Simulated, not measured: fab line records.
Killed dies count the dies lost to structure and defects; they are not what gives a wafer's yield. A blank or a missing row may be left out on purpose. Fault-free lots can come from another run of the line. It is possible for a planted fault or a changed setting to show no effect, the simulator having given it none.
The tool behind it: which one? -- flow n5-finfet -- route of 1938 steps, sampled at 1 step: 24 lots, 72 wafers

WHAT THE GAUGES READ, wafer by wafer
N5_BEOL_M6_OVL_MEAS_29.
lot,measured,on,V5_OVL (nm)
L074,day 10 10:10,overlay-02,0.5 0.7 0.5
L076,day 11 00:58,overlay-02,0.3 1.4 0.2
L077,day 11 15:20,overlay-02,-0.3 0.2 0.0
L075,day 11 19:13,overlay-01,-1.0 -0.4 -0.9
L078,day 11 21:50,overlay-01,-0.4 -0.7 -0.1
L079,day 12 03:47,overlay-01,0.1 -0.4 0.4
L080,day 12 16:20,overlay-01,-0.7 -1.7 -0.6
L081,day 13 02:11,overlay-02,0.5 1.3 -0.1
L082,day 13 06:12,overlay-02,-1.0 -0.7 -0.9
L084,day 13 06:22,overlay-02,0.1 0.8 1.9
L083,day 13 08:19,overlay-01,-0.9 -0.3 0.0
L085,day 13 18:46,overlay-02,0.0 -0.9 -0.8
L087,day 13 18:48,overlay-02,-0.3 -0.1 -1.1
L086,day 14 12:00,overlay-02,-0.5 0.0 0.0
L090,day 14 18:01,overlay-01,-1.6 -1.6 -0.6
L089,day 14 18:17,overlay-02,-0.7 0.2 0.0
L088,day 14 23:13,overlay-01,0.2 0.1 1.4
L092,day 15 12:07,overlay-02,-0.2 -0.3 -0.1
L091,day 15 12:32,overlay-02,0.0 -0.8 -0.6
L093,day 16 00:19,overlay-02,0.7 -1.2 0.4
L094,day 16 01:41,overlay-01,-0.2 0.5 0.2
L095,day 16 02:12,overlay-01,0.5 -0.6 0.6
L096,day 16 04:11,overlay-02,0.5 0.8 -0.2
L097,day 16 10:20,overlay-01,-0.2 -0.7 1.3

WHICH TOOL RAN EACH LOT (tool, then ch and the chambers of the sampled wafers, then the start)
No process step before these readings appears in the record.

WHAT THE TOOLS THEMSELVES READ (means of the sampled wafers that have a number; where no wafer has one, the mark that the record gives instead)
The record holds no such reading with a usual standard deviation.

THE ANSWER, worked out from the rows above alone
Rule: the usual values come from the lots themselves. The widest of any qualifying gaps counts: lots, ordered by their means at a reading, are off when they make up no more than a third of the lots, leave a main group of 4 or more, and stand apart from it by 3 or more times the standard deviation of that group's means. If all means in a main group match to the digits the tables above print for the reading, that group is not used. A lot without any number at a reading at which 4 lots or more have one is off too. All remaining lots with rows at the step are treated as sound. First the gauges in route order, then the tools' own readings, where a lot's mean is used as printed above. At the first step where some lot is off, the reading lying furthest off is the one used; lots without a number count as furthest.
Nothing can be told from this: no lot is off at any reading shown.

WHAT THE SIMULATOR HAD PUT IN
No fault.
